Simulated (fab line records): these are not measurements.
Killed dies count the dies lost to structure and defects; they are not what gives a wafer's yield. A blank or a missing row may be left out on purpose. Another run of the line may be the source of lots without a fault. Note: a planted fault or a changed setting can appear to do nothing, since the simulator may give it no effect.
A struck lot beside a sound one -- flow n5 finfet -- 13 out of 1938 route steps
Sound: the wafers L918.1, L918.4, L918.5. Wafers struck: L927.1, L927.3, L927.4. At the end, the cause is stated.
Order at every step that has rows: each side's tool, ch and its chambers, its first start. Under that, the readings that differ: sound wafers -- struck wafers -- difference of the means -- sigmas: that difference in standard deviations of wafers without a fault.
alike: readings whose means differ by less than 2 such deviations, and words and numbers that are the same on both sides. not compared: withheld readings, readings that some wafer has no value for, bounds like >300 that may hide the same value, and numbers for which the record gives no deviation and whose values overlap.
A row with sigmas, a row that says differs or no value, or rows on one side alone: a step with any of these is where the two part. Non-overlapping numbers with no deviation appear without sigmas and do not part them. Lack of a reading on every wafer of one side parts them only where that side has two or more wafers.

first, 9 steps without rows for these wafers: N5_BEOL_M2_DEVELOP_27 (develop time 30 s); N5_BEOL_M2_DESCUM_33 (chemistry O2, time 7 s); N5_BEOL_M2_ETCH_77 (etches underlayer in N2/H2, target depth 6.5 nm, time 5.2 s); N5_BEOL_M2_ETCH_69 (etches SiARC in CF4, target depth 15.6 nm, time 26 s); N5_BEOL_M2_ALD_98 (deposits SiO2, target thk 2.5 nm, pulse time 1 s, co reactant pulse time 1 s); N5_BEOL_M2_ETCHBACK_99 (etches SiO2 in CHF3, target depth 5 nm, time 10.4 s); N5_BEOL_M2_ETCH_70 (etches SOC in N2/H2, target depth 80 nm, overetch 24 nm, time 130 s); N5_BEOL_M2_STRIP_71 (strips in N2/H2); N5_BEOL_M2_STRIP_78 (strips in N2/H2).
N5_BEOL_M2_VIA_ETCH_34: etches the open film in C4F6/O2, target depth 69.4 nm, time 65.9 s.
  sound on rie diel-02 ch 0,1,3, day 8 14:20; struck on rie diel-02 ch 1,2,3, day 11 03:33
  no value came back on the struck wafers for any of 8 readings (C4F6_flow_sccm (sccm), O2_flow_sccm (sccm) and others); on the sound wafers C4F6_flow_sccm (sccm) reads 9.979 9.985 9.976
reading,sound,struck,difference,sigmas
model.SOC_of_BEOL_M2_COAT_67.thk nm (nm),52.2 51.8 52.2,60.2 60.2 60,+8.1,
model.SiARC_of_BEOL_M2_COAT_68.thk nm (nm),0 0 0,6 5.8 5.8,+6,
  not compared: rf hours counter h
then, 1 step without rows for these wafers: N5_BEOL_M2_STRIP_83 (strips in C4F6/O2).
N5_BEOL_M4_RC_MEAS_101:
  the record has rows for the sound wafers here (prober-02 ch 0, day 9 18:12) and none for the struck ones
-- record jumps: 6 days separate the struck wafers' starts on either side; left off in module BEOL_M4, taken up again in module PASSIVATION, whose first shown step is the route's number 1936 --
N5_PASSIVATION_PROBE_49:
  sound on prober-02, day 13 20:41; struck on prober-02, day 16 19:05
reading,sound,struck,difference,sigmas
defect limited yield (%),92.8 92.7,0 0 0,-93,-58
killed_at_M0_to_M3,31 33,1117 1128 1122,+1090,+99 or more
killed dies,85 86,1180 1180 1180,+1094,+58
killed on rim,8 14,152 152 152,+141,+34
sort_bin_5_function (%),3.9 4.7,96.4 97.2 96.9,+92.5,+93
sort n pass,1095 1094,0 0 0,-1094,-58
sort yield pct (%),92.8 92.7,0 0 0,-93,-58
  alike: killed_at_M4_up, killed at contacts, killed at front end, killed at other, killed open, killed short, sort_bin_6_memory

== WHERE THEY PART ==
Earliest at N5_BEOL_M2_VIA_ETCH_34; latest, in this record, at N5_PASSIVATION_PROBE_49.

WHY: what the simulator had put in
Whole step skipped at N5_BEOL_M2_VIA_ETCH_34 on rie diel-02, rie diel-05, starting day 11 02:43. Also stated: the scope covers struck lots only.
